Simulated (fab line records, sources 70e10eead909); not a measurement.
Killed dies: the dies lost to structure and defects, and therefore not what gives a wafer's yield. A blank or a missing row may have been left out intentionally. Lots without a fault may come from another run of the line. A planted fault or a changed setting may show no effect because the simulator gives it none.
Which tool is to blame? ; flow nand harc ; 6 lots with 18 wafers sampled at 3 steps, on a route of 1302 steps

== WHAT THE GAUGES SHOWED, per wafer ==
NHARC_END_SORT_01.
lot;measured;on;killed at array
L450;day 26 03:07;prober-02;31 51 31
L464;day 32 20:53;prober-01;34 25 32

== WHICH TOOL RAN EACH LOT (tool, then ch and the chambers of the sampled wafers, then the start) ==
lot;NHARC_A_DECK1_JOINT_CMP_02;NHARC_A_ONON_D2_DEP_33
L447;cmp-02 ch 0,3, day 12 22:53;pecvd-02 ch 0,2, day 13 12:29
L450;cmp-02 ch 2,3, day 14 01:35;pecvd-03 ch 0,1, day 14 17:22
L454;cmp-02 ch 2,3, day 15 23:12;pecvd-02 ch 0,1,2, day 16 13:14
L456;cmp-01 ch 1,3, day 16 09:54;pecvd-02 ch 0,2, day 16 23:13
L464;cmp-04 ch 2,3, day 20 05:35;pecvd-02 ch 0,1,2, day 20 21:59
L467;cmp-01 ch 0,1,2, day 21 09:01;pecvd-03 ch 0,2, day 21 22:57
- NHARC_A_DECK1_JOINT_CMP_02: polishes SiOx.
- NHARC_A_ONON_D2_DEP_33: deposits SiO2, target thk 200 nm.

== THE ANSWER, worked out from the rows above alone ==
Rule: the usual values come from the lots themselves. The widest of any qualifying gaps counts: lots, ordered by their means at a reading, are off when they make up no more than a third of the lots, leave a main group of 4 or more, and stand apart from it by 3 or more times the standard deviation of that group's means. A main group whose means are all the same, to the digits that the tables above print for the reading, isn't used. A lot without any number at a reading at which 4 lots or more have one is off too. Any other lot the step has rows for is counted as sound.
None of the lots is off at any reading shown; this tells nothing.

== WHAT THE SIMULATOR PUT IN ==
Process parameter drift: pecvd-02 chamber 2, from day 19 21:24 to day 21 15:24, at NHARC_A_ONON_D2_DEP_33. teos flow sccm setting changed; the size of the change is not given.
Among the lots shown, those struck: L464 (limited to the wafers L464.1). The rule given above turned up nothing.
